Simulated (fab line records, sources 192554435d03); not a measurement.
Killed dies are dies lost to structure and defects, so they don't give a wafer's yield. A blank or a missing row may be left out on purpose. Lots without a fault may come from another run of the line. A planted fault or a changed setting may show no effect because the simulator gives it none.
Chamber matching | flow n5_finfet | N5_BEOL_M7_ALD_77 on ald_metal-04: 4 sister chambers
The step deposits TaN, target thk 2 nm, pulse time 2 s, purge time 3 s. 8 wafers are shown with their chamber, then 7 later ones without.

WAFERS WITH THEIR CHAMBER
wafer  | chamber | heater_power_w (W) | chamber_pressure_Torr (Torr)
L075.4 | 3       | 410                | 2.996
L075.5 | 2       | 480                | 3.005
L077.3 | 3       | 419                | 3.007
L084.5 | 2       | 489                | 3.007
L087.2 | 1       | 457                | 3.006
L087.6 | 0       | 354                | 2.993
L092.2 | 0       | 352                | 2.993
L092.3 | 1       | 455                | 2.996

WAFERS WITHOUT THEIR CHAMBER
wafer  | heater_power_w (W) | chamber_pressure_Torr (Torr)
L092.6 | 352                | 2.995
L091.1 | 464                | 2.987
L091.2 | 484                | 2.990
L091.3 | 346                | 3.000
L096.2 | 493                | 3.007
L096.5 | 408                | 3.005
L096.6 | 507                | 2.997

WHICH CHAMBER EACH WENT THROUGH
wafer  | from the rows above | in truth
L092.6 | 0                   | 0
L091.1 | 1                   | 1
L091.2 | 2                   | 2
L091.3 | 0                   | 0
L096.2 | 2                   | 2
L096.5 | 3                   | 3
L096.6 | 2                   | 2
Placed correctly: 7 of 7. Can't be placed from these rows: 0. Placed wrongly: 0.
How it was worked out, from the rows above alone: a wafer's distance from a chamber is the root of the sum, over the readings, of the square of ((its reading less the chamber's mean) divided by the reading's scatter). The wafer belongs to the nearest chamber; if the next one is less than 2 further off, it can't be placed. A chamber's mean is the mean of its shown wafers. The scatter: the root of (the sum of the squares of (reading less its chamber's mean) over the shown wafers, divided by (wafers less chambers)).
